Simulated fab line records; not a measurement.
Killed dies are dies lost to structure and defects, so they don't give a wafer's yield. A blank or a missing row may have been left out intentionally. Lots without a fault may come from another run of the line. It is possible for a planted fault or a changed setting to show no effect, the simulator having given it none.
Which of the tools did it?	flow nand harc	60 wafers from 20 lots sampled at 6 of the route's 1159 steps

WHAT THE GAUGES READ, wafer by wafer
No reading from a measuring or inspecting step in the record can be judged against a usual standard deviation.

WHAT TOOL EACH LOT RAN ON (gives the tool, then ch and the chambers of the sampled wafers, and finally the start)
lot	NHARC_A_STAIRCASE_ETCH_13	NHARC_A_STAIRCASE_TRIM_20	NHARC_A_STAIRCASE_TRIM_22	NHARC_A_STAIRCASE_TRIM_24	NHARC_A_STAIRCASE_TRIM_191	NHARC_A_STAIRCASE_ETCH_192
L075	rie diel-02 ch 0,2,3, day 11 07:16 or earlier	rie diel-13 ch 0,2,3, day 11 07:16	rie diel-13 ch 1,2,3, no start	rie diel-13 ch 1,2,3, no start	rie diel-13 ch 0,1,3, no start	rie diel-13 ch 0,1,2, no start
L077	rie diel-05 ch 0,1, day 11 09:19 or earlier	rie diel-05 ch 0,1,2, day 11 09:19	rie diel-05 ch 1,2, no start	rie diel-05 ch 0,2, no start	rie diel-13 ch 1,2,3, no start	rie diel-13 ch 0,1,2, no start
L076	rie diel-13 ch 2,3, day 11 12:51 or earlier	rie diel-13 ch 0,2,3, day 11 12:51	rie diel-13 ch 0,3, no start	rie diel-13 ch 1,2, no start	rie diel-13 ch 0,2,3, no start	rie diel-13 ch 1,3, no start
L079	rie diel-02 ch 0,1, day 11 12:46 or earlier	rie diel-02 ch 0,2, day 11 12:46	rie diel-02 ch 1,2, no start	rie diel-02 ch 0,2, no start	rie diel-13 ch 1,2, no start	rie diel-13 ch 0,2, no start
L078	rie diel-05 ch 1,3, day 11 18:15 or earlier	rie diel-02 ch 1,2, day 11 18:15	rie diel-02 ch 0,3, no start	rie diel-02 ch 0,1, no start	rie diel-02 ch 0,2,3, no start	rie diel-02 ch 0,2,3, no start
L081	rie diel-02 ch 0,1,3, day 12 13:51 or earlier	rie diel-02 ch 0,2,3, day 12 13:51	rie diel-02 ch 0,1,3, no start	rie diel-02 ch 0,1,2, no start	rie diel-05 ch 0,1,2, no start	rie diel-05 ch 0,2,3, no start
L083	rie diel-05 ch 0,1,3, day 12 22:04 or earlier	rie diel-05 ch 0,1,3, day 12 22:04	rie diel-05 ch 1,2,3, no start	rie diel-05 ch 1,2,3, no start	rie diel-05 ch 0,1,2, no start	rie diel-05 ch 1,2,3, no start
L080	rie diel-02 ch 1,2,3, day 12 23:37 or earlier	rie diel-02 ch 0,2,3, day 12 23:37	rie diel-02 ch 0,1,3, no start	rie diel-02 ch 1,2,3, no start	rie diel-05 ch 0,2,3, no start	rie diel-05 ch 1,2,3, no start
L082	rie diel-13 ch 0,2, day 13 03:05 or earlier	rie diel-02 ch 1,3, day 13 03:05	rie diel-02 ch 0,2,3, no start	rie diel-02 ch 1,2,3, no start	rie diel-02 ch 0,1,3, no start	rie diel-02 ch 2,3, no start
L084	rie diel-13 ch 1,2,3, day 13 06:58 or earlier	rie diel-02 ch 0,2,3, day 13 06:58	rie diel-02 ch 0,2,3, no start	rie diel-02 ch 0,1,2, no start	rie diel-02 ch 2,3, no start	rie diel-02 ch 2,3, no start
L089	rie diel-05 ch 0,1,2, day 14 00:52 or earlier	rie diel-13 ch 1,2,3, day 14 00:52	rie diel-13 ch 0,1,3, no start	rie diel-13 ch 0,1, no start	rie diel-02 ch 1,2,3, no start	rie diel-02 ch 0,1,3, no start
L085	rie diel-02 ch 0,1,3, day 14 01:32 or earlier	rie diel-02 ch 0,1,2, day 14 01:32	rie diel-02 ch 0,2,3, no start	rie diel-02 ch 0,1,3, no start	rie diel-02 ch 0,2,3, no start	rie diel-02 ch 0,2,3, no start
L086	rie diel-05 ch 1,2,3, day 14 03:32 or earlier	rie diel-13 ch 1,3, day 14 03:32	rie diel-13 ch 2,3, no start	rie diel-13 ch 0,1, no start	rie diel-13 ch 0,1,3, no start	rie diel-13 ch 2,3, no start
L091	rie diel-02 ch 0,1,3, day 15 03:07 or earlier	rie diel-02 ch 1,2,3, day 15 03:07	rie diel-02 ch 1,2,3, no start	rie diel-02 ch 0,1,3, no start	rie diel-13 ch 1,2,3, no start	rie diel-13 ch 0,2,3, no start
L093	rie diel-02 ch 1,2, day 15 11:54 or earlier	rie diel-13 ch 1,3, day 15 11:54	rie diel-13 ch 1,3, no start	rie diel-13 ch 0,3, no start	rie diel-05 ch 1,2,3, no start	rie diel-05 ch 2,3, no start
L092	rie diel-02 ch 0,2, day 15 15:02 or earlier	rie diel-02 ch 1,2, day 15 15:02	rie diel-02 ch 1,2, no start	rie diel-02 ch 0,2, no start	rie diel-13 ch 0,1, no start	rie diel-13 ch 2,3, no start
L094	rie diel-05 ch 0,2, day 15 15:19 or earlier	rie diel-05 ch 1,3, day 15 15:19	rie diel-05 ch 1,2,3, no start	rie diel-05 ch 0,2,3, no start	rie diel-13 ch 1,2, no start	rie diel-13 ch 0,2, no start
L096	rie diel-13 ch 0,2,3, day 16 00:27 or earlier	rie diel-02 ch 1,2, day 16 00:27	rie diel-02 ch 1,2, no start	rie diel-02 ch 1,2,3, no start	rie diel-05 ch 0,2,3, no start	rie diel-05 ch 0,3, no start
L095	rie diel-02 ch 0,1,3, day 16 00:46 or earlier	rie diel-13 ch 0,1,3, day 16 00:46	rie diel-13 ch 1,2,3, no start	rie diel-13 ch 0,2,3, no start	rie diel-02 ch 0,2,3, no start	rie diel-02 ch 0,2,3, no start
L097	rie diel-02 ch 0,1,2, day 16 13:40 or earlier	rie diel-13 ch 0,2, day 16 13:40	rie diel-13 ch 0,2, no start	rie diel-13 ch 0,2,3, no start	rie diel-13 ch 1,2,3, no start	rie diel-13 ch 1,2, no start
- NHARC_A_STAIRCASE_ETCH_13: etches the open film in C4F8/O2, target depth 100 nm, time 40.5 s.
- NHARC_A_STAIRCASE_TRIM_20: chemistry O2, time 211.2 s.
- NHARC_A_STAIRCASE_TRIM_22: chemistry O2, time 211.2 s.
- NHARC_A_STAIRCASE_TRIM_24: chemistry O2, time 211.2 s.
- NHARC_A_STAIRCASE_TRIM_191: chemistry O2, time 211.2 s.
- NHARC_A_STAIRCASE_ETCH_192: etches the open film in C4F8/O2, target depth 100 nm, time 40.5 s.

WHAT THE TOOLS THEMSELVES READ (means of the sampled wafers that have a number; where no wafer has one, the mark that the record gives instead)
NHARC_A_STAIRCASE_ETCH_13. Usual: chamber pressure mTorr 25.000 mTorr, standard deviation 0.021; oes product au 0.934 a.u., standard deviation 0.014; rf vpp V 896 V, standard deviation 5.8.
lot	tool	chamber pressure mTorr (mTorr)	oes product au (a.u.)	rf vpp V (V)	flag
L075	rie diel-02	24.993	0.950	896	
L077	rie diel-05	24.988	0.943	893	
L076	rie diel-13	25.001	0.945	896	
L079	rie diel-02	24.991	0.931	898	
L078	rie diel-05	25.005	0.921	894	
L081	rie diel-02	25.003	0.938	895	
L083	rie diel-05	24.997	0.940	895	
L080	rie diel-02	24.983	0.932	896	
L082	rie diel-13	25.025	0.936	896	
L084	rie diel-13	25.006	0.946	892	
L089	rie diel-05	25.009	0.922	895	
L085	rie diel-02	25.003	0.918	893	
L086	rie diel-05	25.008	0.912	896	
L091	rie diel-02	24.995	0.953	901	
L093	rie diel-02	25.010	0.937	902	
L092	rie diel-02	24.997	0.935	902	
L094	rie diel-05	25.013	0.933	897	
L096	rie diel-13	25.002	0.926	894	
L095	rie diel-02	25.003	0.947	900	
L097	rie diel-02	25.004	0.933	900	

NHARC_A_STAIRCASE_TRIM_20. Usual: chamber pressure mTorr 60.00 mTorr, standard deviation 0.053; drypump motor current A 5.7 A, standard deviation 0.42; oes product au 0.997 a.u., standard deviation 0.0098; rf vpp V 57.8 V, standard deviation 0.85; showerhead plenum p Torr 3.53 Torr, standard deviation 0.17; throttle valve pct 17.038 %, standard deviation 0.009.
lot	tool	chamber pressure mTorr (mTorr)	drypump motor current A (A)	oes product au (a.u.)	rf vpp V (V)	showerhead plenum p Torr (Torr)	throttle valve pct (%)	flag
L075	rie diel-13	59.99	5.7	0.994	57.4	3.49	17.043	
L077	rie diel-05	59.96	5.8	0.989	57.7	3.52	17.036	
L076	rie diel-13	59.98	5.7	0.991	58.0	3.49	17.037	
L079	rie diel-02	60.06	5.2	1.006	57.5	3.73	17.047	
L078	rie diel-02	60.01	5.4	1.001	58.9	3.71	17.039	
L081	rie diel-02	60.02	5.6	1.003	58.1	3.55	17.038	
L083	rie diel-05	59.96	5.7	0.990	58.0	3.51	17.036	
L080	rie diel-02	60.03	5.6	0.989	57.7	3.55	17.032	
L082	rie diel-02	60.02	6.2	0.989	58.0	3.46	17.038	
L084	rie diel-02	60.01	5.7	0.999	57.4	3.55	17.040	
L089	rie diel-13	59.96	5.7	0.996	57.5	3.41	17.031	
L085	rie diel-02	60.01	5.6	1.002	58.2	3.64	17.036	
L086	rie diel-13	60.00	5.9	0.990	57.7	3.29	17.039	
L091	rie diel-02	59.97	5.8	1.006	58.9	3.71	17.032	
L093	rie diel-13	60.02	5.9	0.983	57.6	3.29	17.033	
L092	rie diel-02	60.01	5.7	1.004	57.9	3.61	17.035	
L094	rie diel-05	60.00	5.5	1.006	57.4	3.45	17.035	
L096	rie diel-02	59.96	5.4	1.008	58.4	3.68	17.034	
L095	rie diel-13	59.97	5.8	0.995	57.2	3.36	17.031	
L097	rie diel-13	60.01	5.4	1.001	57.4	3.58	17.044	

NHARC_A_STAIRCASE_TRIM_22. Usual: chamber pressure mTorr 60.00 mTorr, standard deviation 0.053; drypump motor current A 5.7 A, standard deviation 0.43; oes product au 0.997 a.u., standard deviation 0.0097; rf vpp V 57.7 V, standard deviation 0.85; showerhead plenum p Torr 3.52 Torr, standard deviation 0.17; throttle valve pct 17.035 %, standard deviation 0.0094.
lot	tool	chamber pressure mTorr (mTorr)	drypump motor current A (A)	oes product au (a.u.)	rf vpp V (V)	showerhead plenum p Torr (Torr)	throttle valve pct (%)	flag
L075	rie diel-13	60.02	5.7	0.983	57.6	3.42	17.032	
L077	rie diel-05	60.04	5.6	0.997	58.1	3.46	17.036	
L076	rie diel-13	60.02	5.8	0.989	57.6	3.45	17.031	
L079	rie diel-02	60.00	5.4	1.002	57.9	3.71	17.036	
L078	rie diel-02	60.04	6.1	0.996	57.6	3.39	17.025	
L081	rie diel-02	59.96	6.0	0.995	58.2	3.48	17.035	
L083	rie diel-05	60.01	5.5	0.989	57.8	3.53	17.042	
L080	rie diel-02	59.99	6.0	0.995	56.9	3.48	17.037	
L082	rie diel-02	60.00	5.7	0.993	58.5	3.55	17.039	
L084	rie diel-02	59.95	5.6	0.998	57.3	3.55	17.039	
L089	rie diel-13	59.99	5.8	0.991	57.3	3.37	17.029	
L085	rie diel-02	60.03	5.7	0.997	58.2	3.55	17.037	
L086	rie diel-13	59.99	5.8	0.999	57.9	3.41	17.030	
L091	rie diel-02	59.98	5.8	1.001	58.1	3.71	17.044	
L093	rie diel-13	60.01	5.9	0.988	57.3	3.29	17.042	
L092	rie diel-02	59.99	5.4	1.007	57.2	3.69	17.044	
L094	rie diel-05	59.98	5.5	1.002	57.8	3.52	17.043	
L096	rie diel-02	59.99	5.4	1.005	58.5	3.68	17.047	
L095	rie diel-13	59.99	5.7	0.994	57.2	3.40	17.036	
L097	rie diel-13	59.97	5.5	0.992	58.0	3.55	17.037	

NHARC_A_STAIRCASE_TRIM_24. Usual: chamber pressure mTorr 60.00 mTorr, standard deviation 0.054; drypump motor current A 5.7 A, standard deviation 0.44; oes product au 0.995 a.u., standard deviation 0.01; rf vpp V 57.8 V, standard deviation 0.86; showerhead plenum p Torr 3.53 Torr, standard deviation 0.17; throttle valve pct 17.037 %, standard deviation 0.0086.
lot	tool	chamber pressure mTorr (mTorr)	drypump motor current A (A)	oes product au (a.u.)	rf vpp V (V)	showerhead plenum p Torr (Torr)	throttle valve pct (%)	flag
L075	rie diel-13	59.99	5.7	0.986	57.7	3.42	17.036	
L077	rie diel-05	59.98	6.1	0.990	57.7	3.57	17.037	
L076	rie diel-13	60.03	5.6	0.987	57.5	3.42	17.040	
L079	rie diel-02	60.01	5.2	0.995	59.1	3.73	17.032	
L078	rie diel-02	59.95	5.9	0.994	57.1	3.57	17.033	
L081	rie diel-02	59.99	5.6	0.994	57.6	3.65	17.034	
L083	rie diel-05	59.98	5.5	0.994	58.1	3.53	17.038	
L080	rie diel-02	60.08	5.8	0.995	57.9	3.53	17.043	
L082	rie diel-02	60.00	5.8	0.993	57.4	3.53	17.041	
L084	rie diel-02	59.96	5.6	1.004	58.0	3.65	17.039	
L089	rie diel-13	60.01	5.7	0.982	57.3	3.37	17.034	
L085	rie diel-02	60.01	6.0	0.993	58.3	3.47	17.043	
L086	rie diel-13	59.95	5.7	0.989	57.3	3.37	17.034	
L091	rie diel-02	60.03	6.0	0.997	57.3	3.65	17.036	
L093	rie diel-13	60.03	5.8	0.990	58.1	3.44	17.030	
L092	rie diel-02	60.03	5.2	1.006	57.7	3.71	17.033	
L094	rie diel-05	60.00	5.8	1.007	58.1	3.58	17.036	
L096	rie diel-02	60.00	5.8	1.002	58.5	3.70	17.039	
L095	rie diel-13	60.01	5.7	0.989	57.9	3.47	17.026	
L097	rie diel-13	60.00	5.7	0.993	57.7	3.47	17.038	

NHARC_A_STAIRCASE_TRIM_191. Usual: chamber pressure mTorr 60.00 mTorr, standard deviation 0.052; drypump motor current A 5.7 A, standard deviation 0.39; oes product au 0.995 a.u., standard deviation 0.011; rf vpp V 57.7 V, standard deviation 0.98; showerhead plenum p Torr 3.51 Torr, standard deviation 0.16; throttle valve pct 17.036 %, standard deviation 0.0084.
lot	tool	chamber pressure mTorr (mTorr)	drypump motor current A (A)	oes product au (a.u.)	rf vpp V (V)	showerhead plenum p Torr (Torr)	throttle valve pct (%)	flag
L075	rie diel-13	60.02	5.8	0.995	57.5	3.38	17.034	
L077	rie diel-13	60.00	5.7	0.987	56.9	3.42	17.030	
L076	rie diel-13	59.93	5.7	1.002	57.4	3.49	17.030	
L079	rie diel-13	60.02	5.6	0.980	57.0	3.42	17.037	
L078	rie diel-02	60.04	5.6	0.997	58.6	3.56	17.037	
L081	rie diel-05	59.99	5.8	0.999	57.3	3.51	17.028	
L083	rie diel-05	59.97	5.9	1.000	58.1	3.51	17.031	
L080	rie diel-05	60.00	5.7	0.991	57.6	3.59	17.036	
L082	rie diel-02	60.05	6.0	0.995	58.1	3.48	17.039	
L084	rie diel-02	60.03	5.9	0.995	56.6	3.44	17.040	
L089	rie diel-02	59.99	5.8	0.999	57.6	3.53	17.035	
L085	rie diel-02	60.03	5.6	0.995	58.3	3.54	17.028	
L086	rie diel-13	60.01	5.8	0.993	56.4	3.37	17.038	
L091	rie diel-13	59.96	5.7	1.001	57.6	3.40	17.039	
L093	rie diel-05	60.00	5.6	1.005	57.8	3.52	17.036	
L092	rie diel-13	60.07	5.7	0.985	57.7	3.36	17.030	
L094	rie diel-13	60.03	5.5	1.000	57.5	3.52	17.038	
L096	rie diel-05	59.93	5.8	0.997	58.8	3.57	17.032	
L095	rie diel-02	59.98	5.6	0.995	58.4	3.72	17.029	
L097	rie diel-13	60.02	5.7	0.993	57.5	3.39	17.039	

NHARC_A_STAIRCASE_ETCH_192. Usual: chamber pressure mTorr 24.999 mTorr, standard deviation 0.023; oes product au 0.936 a.u., standard deviation 0.012; rf vpp V 895 V, standard deviation 6.
lot	tool	chamber pressure mTorr (mTorr)	oes product au (a.u.)	rf vpp V (V)	flag
L075	rie diel-13	24.987	0.939	895	
L077	rie diel-13	24.977	0.935	894	
L076	rie diel-13	25.008	0.931	887	
L079	rie diel-13	24.992	0.933	898	
L078	rie diel-02	24.992	0.940	897	
L081	rie diel-05	25.001	0.925	899	
L083	rie diel-05	25.002	0.941	896	
L080	rie diel-05	25.005	0.927	896	
L082	rie diel-02	25.018	0.931	893	
L084	rie diel-02	24.993	0.945	898	
L089	rie diel-02	24.996	0.927	894	
L085	rie diel-02	25.015	0.940	897	
L086	rie diel-13	24.990	0.933	891	
L091	rie diel-13	25.003	0.923	895	
L093	rie diel-05	24.994	0.967	900	
L092	rie diel-13	25.015	0.945	895	
L094	rie diel-13	25.022	0.931	897	
L096	rie diel-05	25.011	0.950	897	
L095	rie diel-02	25.013	0.942	902	
L097	rie diel-13	25.006	0.933	895	

THE ANSWER, worked out from the rows above alone
Rule: lot off if the mean of its wafers having a number is beyond 3 standard deviations from the usual mean. Also off: a lot with no number at a reading for which 4 or more lots have one. All remaining lots with rows at the step are treated as sound. After the gauges, taken in route order, come the tools' own readings; for these a lot's mean is taken, as printed above. The first step at which some lot is off is used, and at that step the reading that is off furthest; a lot without a number counts as furthest.
Across all readings shown, no lot is off: no conclusion can be drawn from this.

WHAT THE SIMULATOR HAD INSERTED
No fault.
